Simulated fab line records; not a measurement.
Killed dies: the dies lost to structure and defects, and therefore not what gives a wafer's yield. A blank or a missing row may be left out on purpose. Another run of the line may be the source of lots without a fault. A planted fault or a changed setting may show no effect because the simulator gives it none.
Struck lot and sound lot, side by side ; flow n5Finfet ; 39 out of 1938 route steps
Sound: the wafers L585.1, L585.3, L585.4. Struck: wafer L578.5 (left out: L578.4, a lot-mate that was not struck); the cause follows at the end.
Order at every step that has rows: each side's tool, ch and its chambers, its first start. Under that, the readings that differ: sound wafers ; struck wafers ; difference of the means ; sigmas: that difference in standard deviations of wafers without a fault.
alike: readings whose means differ by less than 2 such deviations, and words and numbers that are the same on both sides. not compared: withheld readings, readings that some wafer has no value for, bounds like >300 that may hide the same value, and numbers for which the record gives no deviation and whose values overlap.
Wherever a step has rows on one side only, a row that says differs or no value, or a row with sigmas, the two part there. When numbers do not overlap yet have no deviation, they are printed without sigmas and do not part them. A reading missing from all wafers of one side parts the sides only when that side holds two or more wafers.

first, 10 steps without rows for these wafers: N5_MOL_CONTACT_COAG_DESCUM_88 (chemistry O2, time 7 s); N5_MOL_CONTACT_COAG_ETCH_89 (etches underlayer in N2/H2, target depth 13 nm, time 10.4 s); N5_MOL_CONTACT_COAG_ETCH_90 (etches SiARC in CF4, target depth 13 nm, time 21.7 s); N5_MOL_CONTACT_COAG_ALD_131 (deposits SiO2, target thk 5 nm, pulse time 1 s, co reactant pulse time 1 s); N5_MOL_CONTACT_COAG_ETCHBACK_132 (etches SiO2 in CHF3, target depth 10 nm, time 6.7 s); N5_MOL_CONTACT_COAG_ETCH_91 (etches SOC in N2/H2, target depth 60 nm, overetch 21 nm, time 101.2 s); N5_MOL_CONTACT_COAG_STRIP_92 (strips in N2/H2); N5_MOL_CONTACT_COAG_STRIP_93 (strips in N2/H2); N5_MOL_CONTACT_COAG_ETCHBACK_135 (etches SiO2 in CHF3, target depth 25 nm, time 16.7 s); N5_MOL_CONTACT_COAG_STRIP_118 (strips in CHF3).
N5_MOL_CONTACT_COAG_VIA_ETCH_46: etches SiO2 in C4F6/O2, target depth 46 nm, overetch 9.2 nm, time 40 s.
  sound on rieDiel-06 ch 0,1,3, day 8 08:49; struck on rieDiel-04 ch 1, day 6 13:52
reading;sound;struck;difference;sigmas
oesProductAu (a.u.);0.71 0.68 0.71;0.56;-0.14;-2
model.etch.depthNm (nm);46.13 46.54 47.57;39.76;-6.99;
model.SOC_of_MOL_CONTACT_COAG_COAT_75.thkNm (nm);50.6 50.8 51;52.6;+1.8;
  alike: biasW, drypumpMotorCurrentA, rfVppV, showerheadPlenumPTorr, throttleValvePct
  not compared: rfHoursCounterH
then, 1 step without rows for these wafers: N5_MOL_CONTACT_COAG_STRIP_96 (strips in N2/H2).
N5_MOL_CONTACT_COAG_ETCH_47: etches SiNx in CH3F/O2, stops on W, target depth 27 nm.
  sound on rieDiel-06 ch 0,1,3, day 8 08:55; struck on rieDiel-04 ch 1, day 6 13:58
reading;sound;struck;difference;sigmas
etchRfOnTimeS (s);30.9 31.3 31.7;50.8;+19.5;+40
oesProductAu (a.u.);0.72 0.66 0.70;0.26;-0.43;-6
model.etch.overEtchS (s);5.146 5.21 5.284;0;-5;
  alike: biasW, drypumpMotorCurrentA, rfVppV, showerheadPlenumPTorr, throttleValvePct
  not compared: rfHoursCounterH
then, 23 steps without rows for these wafers: N5_MOL_CONTACT_COAG_STRIP_119 (strips in N2/H2, time 30 s); N5_MOL_CONTACT_COAG_PRECLEAN_144 (cleans in alkaline clean, time 60 s); N5_MOL_CONTACT_COAG_SRD_145 (time 30 s); N5_MOL_CONTACT_COAG_COAT_62 (time 60 s, resist thk 60 nm); N5_MOL_CONTACT_COAG_COAT_63 (time 60 s, resist thk 10 nm); N5_MOL_CONTACT_COAG_COAT_64 (time 60 s, resist thk 10 nm); N5_MOL_CONTACT_COAG_COAT_34 (resist thk 40 nm); N5_MOL_CONTACT_COAG_EBR_36; N5_MOL_CONTACT_COAG_SOFTBAKE_35 (time 60 s); N5_MOL_CONTACT_COAG_EXPOSE_37 (exposes mask VD, defocus 0 nm); N5_MOL_CONTACT_COAG_PEB_38 (peb time 60 s); N5_MOL_CONTACT_COAG_DEVELOP_39 (develop time 30 s); N5_MOL_CONTACT_COAG_DESCUM_45 (chemistry O2, time 7 s); N5_MOL_CONTACT_COAG_ETCH_65 (etches underlayer in N2/H2, target depth 13 nm, time 10.4 s); N5_MOL_CONTACT_COAG_ETCH_66 (etches SiARC in CF4, target depth 13 nm, time 21.7 s); N5_MOL_CONTACT_COAG_ALD_133 (deposits SiO2, target thk 5 nm, pulse time 1 s, co reactant pulse time 1 s); N5_MOL_CONTACT_COAG_ETCHBACK_134 (etches SiO2 in CHF3, target depth 10 nm, time 6.7 s); N5_MOL_CONTACT_COAG_ETCH_67 (etches SOC in N2/H2, target depth 60 nm, overetch 21 nm, time 101.2 s); N5_MOL_CONTACT_COAG_STRIP_68 (strips in N2/H2); N5_MOL_CONTACT_COAG_STRIP_69 (strips in N2/H2); N5_MOL_CONTACT_COAG_ETCHBACK_136 (etches SiO2 in CHF3, target depth 25 nm, time 16.7 s); N5_MOL_CONTACT_COAG_STRIP_120 (strips in CHF3); N5_MOL_CONTACT_COAG_VIA_ETCH_117 (etches SiO2 in C4F6/O2, target depth 40 nm, overetch 8 nm, time 26 s).
N5_MOL_CONTACT_COAG_ETCH_124: etches SiNx in CH3F/O2, stops on SiOC, target depth 6.5 nm.
  sound on rieDiel-06 ch 0,1,3, day 8 10:13; struck on rieDiel-06 ch 2, day 6 15:23
reading;sound;struck;difference;sigmas
oesProductAu (a.u.);0.69 0.67 0.64;0.29;-0.38;-6
  alike: biasW, drypumpMotorCurrentA, rfVppV, showerheadPlenumPTorr, throttleValvePct
  not compared: rfHoursCounterH
N5_BEOL_M4_RC_MEAS_101:
  the record has rows for the sound wafers here (prober-01 ch 0, day 11 07:11) and none for the struck ones
-- here the record skips 7 days between the struck wafers' starts before and after, leaving off in module BEOL_M4 and picking up in module PASSIVATION (first step shown: number 1936 of the route) --
N5_PASSIVATION_PROBE_49:
  record: rows for the struck wafers here (prober-02, day 13 15:46), none for the sound ones

WHERE THEY PART
Earliest at N5_MOL_CONTACT_COAG_VIA_ETCH_46; latest, in this record, at N5_PASSIVATION_PROBE_49.

WHY: whatever the simulator had introduced
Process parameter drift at N5_MOL_CONTACT_COAG_VIA_ETCH_46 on rieDiel-04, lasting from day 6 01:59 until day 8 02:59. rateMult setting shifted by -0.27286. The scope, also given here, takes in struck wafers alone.
